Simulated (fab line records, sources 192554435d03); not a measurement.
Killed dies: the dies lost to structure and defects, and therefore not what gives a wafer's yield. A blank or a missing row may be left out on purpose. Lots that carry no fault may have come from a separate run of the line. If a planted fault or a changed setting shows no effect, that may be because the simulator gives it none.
Which of the tools did it? | flow n5-finfet | 12 lots, 36 wafers sampled, at 2 steps of a route of 1938

== WHAT THE GAUGES READ, wafer by wafer ==
N5_ILD0_THK_MEAS_13.
lot  | measured    | on            | thk-nm (nm)
L075 | day 3 21:53 | film-metro-01 | 19.4 19.0 18.8
L077 | day 4 12:50 | film-metro-01 | 17.1 18.9 19.3
L079 | day 5 00:34 | film-metro-02 | 19.2 19.6 18.2
L081 | day 5 15:13 | film-metro-02 | 16.4 16.7 17.3
L083 | day 5 22:17 | film-metro-02 | 18.1 18.2 17.9
L085 | day 6 11:47 | film-metro-02 | 17.2 17.2 17.6
L087 | day 7 02:11 | film-metro-02 | 18.6 20.1 18.2
L089 | day 7 11:18 | film-metro-02 | 19.2 17.8 20.2
L091 | day 7 21:29 | film-metro-01 | 18.6 16.9 16.7
L093 | day 8 13:48 | film-metro-01 | 20.5 18.0 18.5
L095 | day 9 03:53 | film-metro-01 | 20.9 18.5 18.2
L096 | day 9 14:32 | film-metro-01 | 17.5 18.1 18.3

== WHAT TOOL EACH LOT RAN ON (gives the tool, then ch and the chambers of the sampled wafers, and finally the start) ==
lot  | N5_ILD0_CMP_07
L075 | cmp-04 ch 1,2, day 3 18:25
L077 | cmp-04 ch 0,1, day 4 08:55
L079 | cmp-01 ch 0,1,2, day 4 20:59
L081 | cmp-01 ch 0,3, day 5 11:44
L083 | cmp-01 ch 1,2,3, day 5 18:53
L085 | cmp-02 ch 2,3, day 6 08:17
L087 | cmp-04 ch 0,2,3, day 6 22:40
L089 | cmp-04 ch 1,2, day 7 07:47
L091 | cmp-01 ch 0,1,3, day 7 18:03
L093 | cmp-01 ch 0,2,3, day 8 10:17
L095 | cmp-04 ch 0,1,3, day 9 00:23
L096 | cmp-04 ch 0,2,3, day 9 10:55
- N5_ILD0_CMP_07: polishes SiO2 flowable, stops on poly-Si, t overpolish 1.18 s, target thk 138.88 nm.

== THE ANSWER, worked out from the rows above alone ==
Rule: the usual values come from the lots themselves. The widest of any qualifying gaps counts: lots, ordered by their means at a reading, are off when they make up no more than a third of the lots, leave a main group of 4 or more, and stand apart from it by 3 or more times the standard deviation of that group's means. Not used: any main group whose means are identical at the precision the tables above print for the reading. A lot without any number at a reading at which 4 lots or more have one is off too. All remaining lots with rows at the step are treated as sound.
Across all readings shown, no lot is off: no conclusion can be drawn from this.

== WHAT HAD BEEN PUT IN BY THE SIMULATOR ==
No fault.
